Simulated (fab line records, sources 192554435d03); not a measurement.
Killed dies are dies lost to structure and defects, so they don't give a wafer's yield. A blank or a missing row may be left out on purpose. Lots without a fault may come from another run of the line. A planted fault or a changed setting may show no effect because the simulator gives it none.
Chamber matching | flow n5_finfet | N5_PMOS_HMC_CHANNEL_EPI_HM_OPEN_15 on rie_diel-04: 4 sister chambers
The step chemistry CHF3/O2, target SiO2, target depth 40.6 nm, time 20.3 s. 4 wafers are shown with their chamber, then 12 later ones without.

WAFERS WITH THEIR CHAMBER
wafer  | chamber | showerhead_plenum_p_Torr (Torr)
L086.3 | 0       | 2.38
L088.2 | 1       | 2.52
L088.3 | 2       | 2.47
L088.6 | 3       | 2.55

WAFERS WITHOUT THEIR CHAMBER
wafer  | showerhead_plenum_p_Torr (Torr)
L089.1 | 2.52
L089.4 | 2.38
L089.6 | 2.47
L090.1 | 2.52
L090.3 | 2.46
L090.4 | 2.37
L095.2 | 2.51
L095.4 | 2.46
L095.6 | 2.55
L097.4 | 2.54
L097.5 | 2.51
L097.6 | 2.37

WHICH CHAMBER EACH WENT THROUGH
wafer  | from the rows above     | in truth
L089.1 | 1                       | 1
L089.4 | 0                       | 0
L089.6 | 2                       | 2
L090.1 | 1                       | 1
L090.3 | 2                       | 2
L090.4 | 0                       | 0
L095.2 | 1                       | 1
L095.4 | 2                       | 2
L095.6 | 3                       | 3
L097.4 | can't be placed: 3 or 1 | 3
L097.5 | 1                       | 1
L097.6 | 0                       | 0
Placed correctly: 11 of 12. Can't be placed from these rows: 1 (the true chamber is among the candidates in 1). Placed wrongly: 0.
How it was worked out, from the rows above alone: a wafer's distance from a chamber is the root of the sum, over the readings, of the square of ((its reading less the chamber's mean) divided by the reading's scatter). The wafer belongs to the nearest chamber; if the next one is less than 2 further off, it can't be placed. A chamber's mean is the mean of its shown wafers. The scatter: with one shown wafer a chamber, the root of the mean of the squares of how far each hidden wafer lies from its nearest shown one.
